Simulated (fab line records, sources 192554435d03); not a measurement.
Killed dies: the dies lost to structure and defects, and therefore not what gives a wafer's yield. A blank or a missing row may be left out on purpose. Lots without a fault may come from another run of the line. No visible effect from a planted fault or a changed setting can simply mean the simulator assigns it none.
Chamber matching | flow n5-finfet | N5_BEOL_M3_DESCUM_33 on rie-diel-05 has 4 sister chambers
The step chemistry O2, time 7 s. 8 wafers are shown with their chamber, then 8 later ones without.

== WAFERS PAIRED WITH THEIR CHAMBERS ==
wafer  | chamber | showerhead-plenum-p-Torr (Torr) | throttle-valve-pct (%)
L085.2 | 0       | 1.97                            | 20.48
L085.3 | 3       | 2.22                            | 20.28
L085.4 | 1       | 2.08                            | 20.78
L086.5 | 1       | 2.08                            | 20.78
L090.1 | 3       | 2.21                            | 20.30
L090.3 | 2       | 2.02                            | 20.56
L090.4 | 0       | 1.97                            | 20.51
L091.1 | 2       | 2.02                            | 20.55

== WAFERS WITH NO CHAMBER GIVEN ==
wafer  | showerhead-plenum-p-Torr (Torr) | throttle-valve-pct (%)
L091.2 | 2.21                            | 20.30
L091.3 | 1.96                            | 20.50
L094.1 | 2.02                            | 20.57
L094.5 | 2.08                            | 20.80
L094.6 | 2.02                            | 20.58
L096.1 | 2.08                            | 20.79
L096.2 | 2.01                            | 20.58
L096.4 | 2.08                            | 20.80

== EACH ONE'S CHAMBER ==
wafer  | from the rows above | in truth
L091.2 | 3                   | 3
L091.3 | 0                   | 0
L094.1 | 2                   | 2
L094.5 | 1                   | 1
L094.6 | 2                   | 2
L096.1 | 1                   | 1
L096.2 | 2                   | 2
L096.4 | 1                   | 1
8 of 8 placed correctly. Can't be placed from these rows: 0. Placed wrongly: 0.
How it was worked out, from the rows above alone: a wafer's distance from a chamber is the root of the sum, over the readings, of the square of ((its reading less the chamber's mean) divided by the reading's scatter). The wafer belongs to the nearest chamber; if the next one is less than 2 further off, it can't be placed. The mean given for a chamber averages the wafers shown for that chamber. How the scatter is found: for the shown wafers, subtract from each reading the mean of its chamber, square and add these, divide the total by (wafers less chambers), then take the root.
